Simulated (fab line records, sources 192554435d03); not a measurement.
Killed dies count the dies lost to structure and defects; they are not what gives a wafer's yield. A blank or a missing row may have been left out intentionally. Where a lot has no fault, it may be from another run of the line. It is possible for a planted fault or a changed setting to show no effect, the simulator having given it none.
Comparing a struck lot with a sound one | flow n5Finfet | 43 steps out of a route of 1938
Sound: the wafers L988.1, L988.3, L988.5. Struck: wafer L997.4. (L997.3, L997.6 of the same lot were not struck and are left out.) The cause comes at the end.
Order at every step that has rows: each side's tool, ch and its chambers, its first start. Under that, the readings that differ: sound wafers | struck wafers | difference of the means | sigmas: that difference in standard deviations of wafers without a fault.
alike: same words and numbers on both sides, and readings whose means sit less than 2 such deviations apart. not compared: any withheld reading, any reading some wafer has no value for, any bound like >300 that may hide the same value, and any number with overlapping values for which the record gives no deviation.
The two part at a step that has a row with sigmas, a row that says differs or no value, or rows on one side only. Non-overlapping numbers with no deviation appear without sigmas and do not part them. A reading missing from all wafers of one side parts the sides only when that side holds two or more wafers.

first, 9 steps without rows for these wafers: N5_BEOL_M4_ETCH_70 (etches SOC in N2/H2, target depth 80 nm, overetch 24 nm, time 130 s); N5_BEOL_M4_STRIP_71 (strips in N2/H2); N5_BEOL_M4_STRIP_78 (strips in N2/H2); N5_BEOL_M4_VIA_ETCH_34 (etches the open film in C4F6/O2, target depth 69.4 nm, time 65.9 s); N5_BEOL_M4_STRIP_83 (strips in C4F6/O2); N5_BEOL_M4_STRIP_36 (strips in N2/H2); N5_BEOL_M4_TRENCH_ETCH_37 (etches SiOC in C4F6/O2, target depth 55.555 nm, time 29.2 s); N5_BEOL_M4_ETCH_41 (etches SiCN in CH3F/O2, target depth 29.9 nm, time 52.5 s); N5_BEOL_M4_STRIP_97 (strips in N2/H2, time 10 s).
N5_BEOL_M4_OCD_MEAS_38:
  struck on ocd-01, day 12 01:16; sound on ocd-01, day 9 12:59
  alike: trenchDepthNm
then, 2 steps without rows for these wafers: N5_BEOL_M4_HM_STRIP_39 (strips TiN in peroxide tin strip, target depth 25 nm, time 158 s); N5_BEOL_M4_SRD_40 (time 30 s).
N5_BEOL_M4_PRECLEAN_42: cleans in residue remover, time 60 s.
  sound on wetBench-04 ch 0,3,4, day 9 13:05; struck on wetBench-04 ch 4, day 12 01:21
  alike: bathGuardTempC
then, 1 step without rows for these wafers: N5_BEOL_M4_SRD_43 (time 30 s).
N5_BEOL_M4_CD_MEAS_35: target cd 18 nm, target cd y 22.4 nm.
  struck on cdSem-01, day 12 01:25; sound on cdSem-03, day 9 13:08
  alike: cdNm
N5_BEOL_M4_DEGAS_44: time 60 s.
  struck on pvdSputter-03, day 12 01:55; sound on pvdSputter-03, day 9 13:33
  alike: heaterPowerW
then, 9 steps without rows for these wafers: N5_BEOL_M4_PRE_CLEAN_45 (time 30 s); N5_BEOL_M4_ALD_84 (deposits TaN, pulse time 2 s, purge time 3 s, co reactant purge time 2 s); N5_BEOL_M4_SURFACE_TREAT_85; N5_BEOL_M4_CVD_47 (deposits Co from CCTBA/H2, target thk 3 nm, time 223.8 s); N5_BEOL_M4_SPUTTER_48 (material Cu, target thk 4.5 nm, time 8.29 s); N5_BEOL_M4_ANNEAL_49 (time 240 s); N5_BEOL_M4_SPUTTER_79 (material Cu, target thk 4.5 nm, time 8.29 s); N5_BEOL_M4_ANNEAL_80 (time 240 s); N5_BEOL_M4_SPUTTER_81 (material Cu, target thk 4.5 nm, time 8.29 s).
N5_BEOL_M4_ANNEAL_82: time 240 s.
  struck on pvdSputter-03, day 12 03:07; sound on pvdSputter-01, day 9 15:04
  alike: heaterPowerW
N5_BEOL_M4_SPUTTER_86: material Cu, target thk 4.5 nm, time 8.29 s.
  struck on pvdSputter-03, day 12 03:15; sound on pvdSputter-01, day 9 15:13
reading                | sound                   | struck  | difference | sigmas
chamberPressurePa (Pa) | 0.06989 0.06987 0.06998 | 0.07022 | +0.00031   | +2
  alike: throttleValvePct
then, 2 steps without rows for these wafers: N5_BEOL_M4_ANNEAL_87 (time 240 s); N5_BEOL_M4_SPUTTER_88 (material Cu, target thk 4.5 nm, time 8.29 s).
N5_BEOL_M4_ANNEAL_89: time 240 s.
  struck on pvdSputter-03, day 12 03:33; sound on pvdSputter-01, day 9 15:31
  alike: heaterPowerW
then, 8 steps without rows for these wafers: N5_BEOL_M4_SPUTTER_90 (material Cu, target thk 4.5 nm, time 8.29 s); N5_BEOL_M4_ANNEAL_91 (time 240 s); N5_BEOL_M4_SPUTTER_92 (material Cu, target thk 4.5 nm, time 8.29 s); N5_BEOL_M4_ANNEAL_93 (time 240 s); N5_BEOL_M4_SPUTTER_94 (material Cu, target thk 4.5 nm, time 8.29 s); N5_BEOL_M4_ANNEAL_95 (time 240 s); N5_BEOL_M4_SPUTTER_96 (material Cu, target thk 4.5 nm, time 8.29 s); N5_BEOL_M4_ECD_50 (material Cu, target thk 300 nm).
N5_BEOL_M4_ANNEAL_51: time 90 s.
  sound on rtpAnneal-01 ch 0, day 9 17:04; struck on rtpAnneal-02 ch 0, day 12 04:38
  alike: wafer_temp_C_max
then, 1 step without rows for these wafers: N5_BEOL_M4_CMP_52 (polishes, stops on SiOC, t overpolish 6.8 s, target thk 40 nm).
N5_BEOL_M4_THK_MEAS_53: measures by xrf.
  struck on filmMetro-02, day 12 05:08; sound on filmMetro-02, day 9 19:06
  alike: M4_THK
then, 1 step without rows for these wafers: N5_BEOL_M4_PRE_CLEAN_60 (time 15 s).
-- here the record skips 4 days between the struck wafers' starts before and after, leaving off in module BEOL_M4 and picking up in module PASSIVATION (first step shown: number 1936 of the route) --
N5_PASSIVATION_PROBE_49:
  only the struck wafers here have rows in the record (prober-01, day 16 07:41); the sound ones have none

## WHERE THEY PART
First at N5_BEOL_M4_SPUTTER_86; last, within this record, at N5_PASSIVATION_PROBE_49.

WHY: what had been put in by the simulator
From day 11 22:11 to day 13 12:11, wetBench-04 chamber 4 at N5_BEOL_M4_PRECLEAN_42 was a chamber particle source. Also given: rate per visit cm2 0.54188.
